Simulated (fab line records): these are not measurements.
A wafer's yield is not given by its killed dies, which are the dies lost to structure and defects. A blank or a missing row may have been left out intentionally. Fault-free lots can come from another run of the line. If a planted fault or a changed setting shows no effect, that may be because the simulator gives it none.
A single fault, viewed from 3 desks -- flow n5Finfet -- each desk has only its own numbers; what lay behind them comes last

## THE DEFECT DESK
For each lot, the counts of the inspections along the route, averaged over the sampled wafers that have a number. Marked OUT: a lot whose mean sits more than 4 standard deviations from the usual mean, which makes it out of limits; the brackets give that distance.
Columns: A = rawDefectCount at N5_BEOL_M0_CUTY_INSPECT_59, usual 2.0
lot,first seen here,A
L122,day 6 06:36,2.3
L123,day 6 12:05,1.7
L134,day 9 07:50,3.0
L138,day 10 08:53,1.7
L140,day 10 15:11,1.7
Finding of this desk: none of the 5 lots has anything out of limits.

## METROLOGY DESK
What the gauges read for every lot (on any tool): the sampled wafers with a number, averaged. Marked OUT: a lot whose mean sits more than 4 standard deviations from the usual mean, which makes it out of limits; the brackets give that distance. It has 12 readings; the 7 that lie furthest out on some lot are the ones shown.
Columns: A = cdNm at N5_BEOL_M0_CUTY_CD_MEAS_57, usual 199.7 nm; B = IOFF_N at N5_BEOL_M4_RC_MEAS_101, usual 0.16 nA/um; C = IOFF_P at N5_BEOL_M4_RC_MEAS_101, usual 0.21 nA/um; D = ION_N at N5_BEOL_M4_RC_MEAS_101, usual 671 uA/um; E = ION_P at N5_BEOL_M4_RC_MEAS_101, usual 460 uA/um; F = VT_N at N5_BEOL_M4_RC_MEAS_101, usual 250 mV; G = VT_P at N5_BEOL_M4_RC_MEAS_101, usual -251 mV
lot,first seen here,A,B,C,D,E,F,G
L122,day 6 06:33,199.0,0.23,0.27,690,472,243,-247
L123,day 6 12:02,200.7,0.16,0.20,672,458,250,-252
L134,day 9 07:47,200.3,0.12,0.16,665,456,252,-255
L138,day 10 08:49,199.7,0.17,0.22,667,458,247,-250
L140,day 10 15:07,199.3,0.16,0.25,681,474,248,-247
Finding of this desk: none of the 5 lots has anything out of limits.

## DESK OF THE TOOL OWNER: rieDiel-02
The tool's own readings at N5_BEOL_M0_CUTY_ETCH_63 (etches SOC in N2/H2, target depth 82.7 nm, overetch 16.5 nm, time 124 s): means of the sampled wafers that have a number, for each lot that ran on this tool. Marked OUT: a lot whose mean sits more than 4 standard deviations from the usual mean, which makes it out of limits; the brackets give that distance.
Columns: A = biasW at N5_BEOL_M0_CUTY_ETCH_63, usual 150.0 W; B = drypumpMotorCurrentA at N5_BEOL_M0_CUTY_ETCH_63, usual 5.60 A; C = oesProductAu at N5_BEOL_M0_CUTY_ETCH_63, usual 0.66 a.u.; D = rfVppV at N5_BEOL_M0_CUTY_ETCH_63, usual 522.9 V; E = showerheadPlenumPTorr at N5_BEOL_M0_CUTY_ETCH_63, usual 2.51 Torr; F = tempC at N5_BEOL_M0_CUTY_ETCH_63, usual 40.00 C; G = throttleValvePct at N5_BEOL_M0_CUTY_ETCH_63, usual 17.9 %
lot,first seen here,A,B,C,D,E,F,G
L123,day 6 12:11,150.0,5.52,0.61,522.7,2.48,40.08,18.2
L134,day 9 07:59,150.5,5.71,0.74,522.4,2.52,40.08,18.1
Finding of this desk: none of the 2 lots has anything out of limits.

## ALL TOGETHER
No out-of-limits result turned up at the defect desk.
Metrology desk: nothing out of limits seen.
The desk of the tool owner found nothing out of limits.

## WHAT THE SIMULATOR HAD PUT IN
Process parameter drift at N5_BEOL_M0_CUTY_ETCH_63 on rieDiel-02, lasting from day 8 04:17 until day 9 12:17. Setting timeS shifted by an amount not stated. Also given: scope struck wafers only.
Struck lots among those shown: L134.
